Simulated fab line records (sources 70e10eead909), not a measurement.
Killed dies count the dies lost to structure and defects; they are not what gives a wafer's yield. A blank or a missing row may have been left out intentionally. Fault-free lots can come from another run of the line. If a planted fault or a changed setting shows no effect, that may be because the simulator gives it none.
Which tool is to blame? + flow nand-harc + 13 lots, 39 wafers sampled, at 6 steps of a route of 1159

WHAT THE GAUGES SHOWED, per wafer
NHARC_P_STI_INSPECT_11. Usual: raw-defect-count at 6, with a standard deviation of 3.3.
| lot  | measured    | on                | raw-defect-count | flag |
|------|-------------|-------------------|------------------|------|
| L440 | day 2 07:47 | defect-inspect-01 | 1 5 4            |      |
| L441 | day 2 17:05 | defect-inspect-02 | 8 3 7            |      |
| L442 | day 3 02:00 | defect-inspect-01 | 6 7 6            |      |
| L443 | day 3 02:03 | defect-inspect-01 | 5 3 3            |      |
| L445 | day 3 17:15 | defect-inspect-02 | 7 5 6            |      |
| L447 | day 4 06:15 | defect-inspect-02 | 5 4 1            |      |
| L451 | day 5 01:34 | defect-inspect-02 | 5 10 3           |      |
| L453 | day 5 18:06 | defect-inspect-01 | 10 5 8           |      |
| L456 | day 6 08:47 | defect-inspect-02 | 5 2 2            |      |
| L458 | day 6 23:59 | defect-inspect-01 | 2 3 7            |      |
| L460 | day 7 11:11 | defect-inspect-02 | 9 6 6            |      |
| L461 | day 7 17:18 | defect-inspect-02 | 5 4 6            |      |
| L463 | day 8 06:37 | defect-inspect-01 | 7 5 4            |      |

NHARC_P_GATE_CD_MEAS_11: target cd 1640 nm. Usual: cd-nm at 1639.8 nm, with a standard deviation of 2.3.
| lot  | measured    | on        | cd-nm (nm)           | flag |
|------|-------------|-----------|----------------------|------|
| L440 | day 4 01:04 | cd-sem-03 | 1640.2 1642.6 1642.7 |      |
| L441 | day 4 09:13 | cd-sem-01 | 1639.5 1636.5 1635.9 |      |
| L442 | day 4 16:51 | cd-sem-03 | 1640.9 1642.6 1643.7 |      |
| L443 | day 4 17:01 | cd-sem-03 | 1641.1 1643.0 1638.5 |      |
| L445 | day 5 08:00 | cd-sem-03 | - - -                | OFF  |
| L447 | day 5 15:19 | cd-sem-03 | 1639.4 1639.8 1639.1 |      |
| L451 | day 6 14:43 | cd-sem-02 | 1638.0 1636.8 1640.2 |      |
| L453 | day 7 07:47 | cd-sem-02 | 1639.5 1639.9 1643.0 |      |
| L456 | day 7 21:22 | cd-sem-01 | 1639.2 1640.3 1639.9 |      |
| L458 | day 8 13:01 | cd-sem-02 | 1641.5 1642.0 1640.0 |      |
| L460 | day 9 01:30 | cd-sem-01 | 1640.1 1640.6 1640.5 |      |
| L461 | day 9 08:02 | cd-sem-03 | 1638.5 1640.4 1641.3 |      |
| L463 | day 9 21:34 | cd-sem-02 | 1642.6 1639.3 1640.6 |      |

NHARC_P_GATE_INSPECT_28. Usual: raw-defect-count at 6, with a standard deviation of 3.2.
| lot  | measured     | on                | raw-defect-count | flag |
|------|--------------|-------------------|------------------|------|
| L440 | day 4 18:19  | defect-inspect-01 | 2 2 4            |      |
| L441 | day 5 01:34  | defect-inspect-01 | 9 12 5           |      |
| L442 | day 5 07:22  | defect-inspect-01 | 9 9 11           |      |
| L443 | day 5 06:48  | defect-inspect-02 | 1 5 4            |      |
| L445 | day 6 02:35  | defect-inspect-02 | 5 7 6            |      |
| L447 | day 6 02:48  | defect-inspect-01 | 5 3 2            |      |
| L451 | day 7 04:38  | defect-inspect-02 | 8 6 5            |      |
| L453 | day 7 21:41  | defect-inspect-02 | 9 2 3            |      |
| L456 | day 8 13:11  | defect-inspect-02 | 7 7 10           |      |
| L458 | day 9 06:58  | defect-inspect-01 | 6 5 4            |      |
| L460 | day 9 18:39  | defect-inspect-01 | 7 6 10           |      |
| L461 | day 9 21:49  | defect-inspect-01 | 9 3 6            |      |
| L463 | day 10 11:30 | defect-inspect-01 | 5 2 2            |      |

NHARC_END_SORT_01. Usual: killed-at-array 28, standard deviation 10; killed-at-other 0.5, standard deviation 0.82; killed-at-periphery 3.4, standard deviation 2.2; killed-dies 31, standard deviation 10; killed-open 3.4, standard deviation 1.9; killed-short 1.9, standard deviation 1.3.
| lot  | measured     | on        | killed-at-array | killed-at-other | killed-at-periphery | killed-dies | killed-open | killed-short | flag |
|------|--------------|-----------|-----------------|-----------------|---------------------|-------------|-------------|--------------|------|
| L445 | day 21 00:33 | prober-01 | 23 27 30        | 0 0 0           | 654 650 647         | 677 677 677 | 3 5 4       | 2 1 2        | OFF  |

TOOL THAT RAN EACH LOT (tool first, then ch and the chambers of the sampled wafers, then the start)
| lot  | NHARC_P_GATE_EXPOSE_08           | NHARC_P_GATE_ETCH_104              |
|------|----------------------------------|------------------------------------|
| L440 | krf-scanner-04 ch 0, day 4 00:55 | rie-diel-02 ch 0,3, day 4 18:27    |
| L441 | krf-scanner-04 ch 0, day 4 09:04 | rie-diel-02 ch 1,2, day 5 01:43    |
| L442 | krf-scanner-04 ch 0, day 4 16:42 | rie-diel-02 ch 2,3, day 5 07:31    |
| L443 | krf-scanner-02 ch 0, day 4 16:51 | rie-diel-02 ch 0,1,2, day 5 06:57  |
| L445 | krf-scanner-04 ch 0, day 5 07:50 | rie-diel-07 ch 1,2,3, day 6 02:44  |
| L447 | krf-scanner-02 ch 0, day 5 15:09 | rie-diel-07 ch 0,1,2, day 6 03:01  |
| L451 | krf-scanner-02 ch 0, day 6 14:34 | rie-diel-07 ch 1,2,3, day 7 04:47  |
| L453 | krf-scanner-01 ch 0, day 7 07:38 | rie-diel-06 ch 2,3, day 7 21:50    |
| L456 | krf-scanner-01 ch 0, day 7 21:12 | rie-diel-07 ch 0,2, day 8 13:31    |
| L458 | krf-scanner-02 ch 0, day 8 12:51 | rie-diel-07 ch 1,2, day 9 07:07    |
| L460 | krf-scanner-01 ch 0, day 9 01:20 | rie-diel-02 ch 0,1,3, day 9 18:55  |
| L461 | krf-scanner-02 ch 0, day 9 07:53 | rie-diel-07 ch 1,2,3, day 9 22:03  |
| L463 | krf-scanner-04 ch 0, day 9 21:25 | rie-diel-07 ch 0,1,2, day 10 11:38 |
- NHARC_P_GATE_EXPOSE_08: exposes mask P HV.
- NHARC_P_GATE_ETCH_104: etches the open film in CF4/CHF3, target depth 60 nm.

WHAT THE TOOLS THEMSELVES READ (means of the sampled wafers that have a number; where no wafer has one, the mark that the record gives instead)
NHARC_P_GATE_ETCH_104. Usual: drypump-motor-current-A 5.9 A, standard deviation 0.36; mfc-ar-sccm 0.012 sccm, standard deviation 0.016; oes-product-au 0.938 a.u., standard deviation 0.019; rf-vpp-V 370.8 V, standard deviation 2; showerhead-plenum-p-Torr 1.58 Torr, standard deviation 0.056; throttle-valve-pct 16.802 %, standard deviation 0.0093.
| lot  | tool        | drypump-motor-current-A (A) | mfc-ar-sccm (sccm) | oes-product-au (a.u.) | rf-vpp-V (V) | showerhead-plenum-p-Torr (Torr) | throttle-valve-pct (%) | flag |
|------|-------------|-----------------------------|--------------------|-----------------------|--------------|---------------------------------|------------------------|------|
| L440 | rie-diel-02 | 6.2                         | 0.000              | 0.959                 | 370.9        | 1.57                            | 16.805                 |      |
| L441 | rie-diel-02 | 5.3                         | 0.024              | 0.927                 | 370.8        | 1.56                            | 16.798                 |      |
| L442 | rie-diel-02 | 5.6                         | 0.017              | 0.916                 | 371.0        | 1.58                            | 16.806                 |      |
| L443 | rie-diel-02 | 5.5                         | 0.016              | 0.962                 | 370.0        | 1.54                            | 16.786                 |      |
| L445 | rie-diel-07 | 6.1                         | 0.015              | 0.921                 | 371.1        | 1.60                            | 16.796                 |      |
| L447 | rie-diel-07 | 5.9                         | 0.000              | 0.936                 | 373.1        | 1.64                            | 16.797                 |      |
| L451 | rie-diel-07 | 6.1                         | 0.015              | 0.972                 | 371.4        | 1.60                            | 16.801                 |      |
| L453 | rie-diel-06 | 5.7                         | 0.009              | 0.934                 | 372.2        | 1.62                            | 16.796                 |      |
| L456 | rie-diel-07 | 6.0                         | 0.000              | 0.924                 | 371.8        | 1.63                            | 16.809                 |      |
| L458 | rie-diel-07 | 6.0                         | 0.000              | 0.924                 | 372.0        | 1.65                            | 16.800                 |      |
| L460 | rie-diel-02 | 5.9                         | 0.007              | 0.920                 | 370.1        | 1.54                            | 16.800                 |      |
| L461 | rie-diel-07 | 6.1                         | 0.015              | 0.927                 | 371.4        | 1.59                            | 16.807                 |      |
| L463 | rie-diel-07 | 5.9                         | 0.000              | 0.968                 | 372.7        | 1.63                            | 16.813                 |      |

THE ANSWER, worked out from the rows above alone
Rule: a lot is off if the mean of its wafers that have a number lies more than 3 standard deviations from the usual mean. Also off: a lot with no number at a reading for which 4 or more lots have one. Where the step has rows for the other lots, those lots are counted as sound. The gauges are gone through in route order, then the tools' own readings, and for those a lot's mean is taken as printed above. The first step at which some lot is off is used, and at that step the reading that is off furthest; a lot without a number counts as furthest.
Off: L445, at NHARC_P_GATE_CD_MEAS_11 (cd-nm). Without a number there: L445.
If a tool, at a process step before that reading, ran all the lots that are off and no sound lot after the first of them, it fits. Not tried: the gauges at NHARC_P_GATE_CD_MEAS_11; whatever is off there is also off at NHARC_END_SORT_01, on other tools, and gauge error can't account for it. Not one of the candidates tried fits.

WHAT THE SIMULATOR PUT IN
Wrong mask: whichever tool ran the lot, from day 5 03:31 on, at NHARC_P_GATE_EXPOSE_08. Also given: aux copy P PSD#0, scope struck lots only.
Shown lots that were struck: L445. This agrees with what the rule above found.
